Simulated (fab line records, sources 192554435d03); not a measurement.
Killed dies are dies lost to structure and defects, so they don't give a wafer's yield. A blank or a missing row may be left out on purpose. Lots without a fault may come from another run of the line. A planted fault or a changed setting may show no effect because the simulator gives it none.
Which tool did it? | flow n5_finfet | 10 lots, 30 wafers sampled, at 5 steps of a route of 1938

WHAT THE GAUGES READ, wafer by wafer
N5_STI_FIN_REVEAL_CD_MEAS_22: target cd 6.238 nm, pitch 28 nm.
lot  | measured    | on        | cd_nm (nm)
L496 | day 2 19:10 | cd_sem-02 | 6.2 6.3 6.0
L497 | day 3 02:11 | cd_sem-01 | 7.2 7.2 6.9
L498 | day 3 06:40 | cd_sem-02 | 7.4 7.4 7.5
L499 | day 3 12:38 | cd_sem-02 | 7.8 7.8 7.7
L507 | day 5 17:13 | cd_sem-01 | 5.9 6.8 6.5
L509 | day 6 00:45 | cd_sem-03 | 6.5 6.4 6.4
L510 | day 6 08:23 | cd_sem-03 | 6.2 5.8 6.5
L511 | day 6 13:53 | cd_sem-02 | 6.7 6.3 6.6
L513 | day 7 02:28 | cd_sem-02 | 6.5 6.4 6.7
L517 | day 8 01:25 | cd_sem-02 | 6.1 6.3 6.1

WHICH TOOL RAN EACH LOT (tool, then ch and the chambers of the sampled wafers, then the start)
lot  | N5_FIN_CUT_CUT_ETCH_27            | N5_STI_FIN_REVEAL_CMP_04     | N5_STI_FIN_REVEAL_STRIP_24        | N5_STI_FIN_REVEAL_OXIDATION_31
L496 | rie_diel-06 ch 0,2,3, day 2 09:22 | cmp-03 ch 0,1,3, day 2 15:46 | rie_diel-05 ch 0,2, day 2 16:17   | plasma_asher-02 ch 1, day 2 18:38
L497 | rie_diel-02 ch 0,2,3, day 2 16:17 | cmp-02 ch 2,3, day 2 22:28   | rie_diel-04 ch 0,3, day 2 23:00   | plasma_asher-01 ch 0,1, day 3 01:34
L498 | rie_diel-03 ch 0,1, day 2 21:31   | cmp-04 ch 0,1, day 3 03:10   | rie_diel-01 ch 1,3, day 3 03:47   | plasma_asher-01 ch 0,1, day 3 06:08
L499 | rie_diel-03 ch 1,2, day 3 03:12   | cmp-03 ch 0,1, day 3 09:05   | rie_diel-04 ch 1,2, day 3 09:46   | plasma_asher-01 ch 0,1, day 3 12:08
L507 | rie_diel-06 ch 0,2,3, day 5 06:01 | cmp-04 ch 0,2, day 5 13:23   | rie_diel-05 ch 1,3, day 5 14:20   | plasma_asher-01 ch 0,1, day 5 16:42
L509 | rie_diel-03 ch 1,2,3, day 5 15:33 | cmp-04 ch 1,3, day 5 21:07   | rie_diel-05 ch 2,3, day 5 21:52   | plasma_asher-02 ch 0,1, day 6 00:14
L510 | rie_diel-03 ch 0,1,2, day 5 22:58 | cmp-04 ch 0,1, day 6 04:55   | rie_diel-04 ch 1,2,3, day 6 05:30 | plasma_asher-01 ch 0,1, day 6 07:52
L511 | rie_diel-03 ch 0,3, day 6 04:05   | cmp-03 ch 0,3, day 6 10:24   | rie_diel-05 ch 2,3, day 6 11:00   | plasma_asher-01 ch 0,1, day 6 13:22
L513 | rie_diel-06 ch 0,1,2, day 6 17:19 | cmp-02 ch 0,2,3, day 6 22:52 | rie_diel-04 ch 1,2, day 6 23:33   | plasma_asher-01 ch 0,1, day 7 01:56
L517 | rie_diel-03 ch 2,3, day 7 16:13   | cmp-03 ch 0,1,2, day 7 21:53 | rie_diel-05 ch 1,2,3, day 7 22:20 | plasma_asher-01 ch 0,1, day 8 00:44
- N5_FIN_CUT_CUT_ETCH_27: etches SiO2 in CHF3/O2, target depth 4 nm, overetch 2 nm, time 4.9 s.
- N5_STI_FIN_REVEAL_CMP_04: polishes, stops on Si3N4, t overpolish 4 s, target thk 131.83 nm.
- N5_STI_FIN_REVEAL_STRIP_24: strips in N2/H2, time 90 s.
- N5_STI_FIN_REVEAL_OXIDATION_31: chemistry O2 PLASMA REMOTE, time 20 s.

THE ANSWER, worked out from the rows above alone
Rule: what is usual is taken from the lots themselves. Put in order of their means at a reading, lots are off if they are a third of the lots or fewer, leave a main group of 4 or more, and stand apart from it by a gap of 3 or more times the standard deviation of the main group's means; of several such gaps the widest counts. A main group whose means are all the same, to the digits that the tables above print for the reading, isn't used. A lot without any number at a reading at which 4 lots or more have one is off too. The other lots that the step has rows for count as sound.
Off: L497, L498, L499, at N5_STI_FIN_REVEAL_CD_MEAS_22 (cd_nm). The main group: mean 6.3 nm, standard deviation 0.16.
A tool fits if, at a process step before that reading, it ran every lot that is off, and no sound lot after the first of them. The gauges at N5_STI_FIN_REVEAL_CD_MEAS_22 are tried like those tools. None of those tried fits.

WHAT THE SIMULATOR HAD PUT IN
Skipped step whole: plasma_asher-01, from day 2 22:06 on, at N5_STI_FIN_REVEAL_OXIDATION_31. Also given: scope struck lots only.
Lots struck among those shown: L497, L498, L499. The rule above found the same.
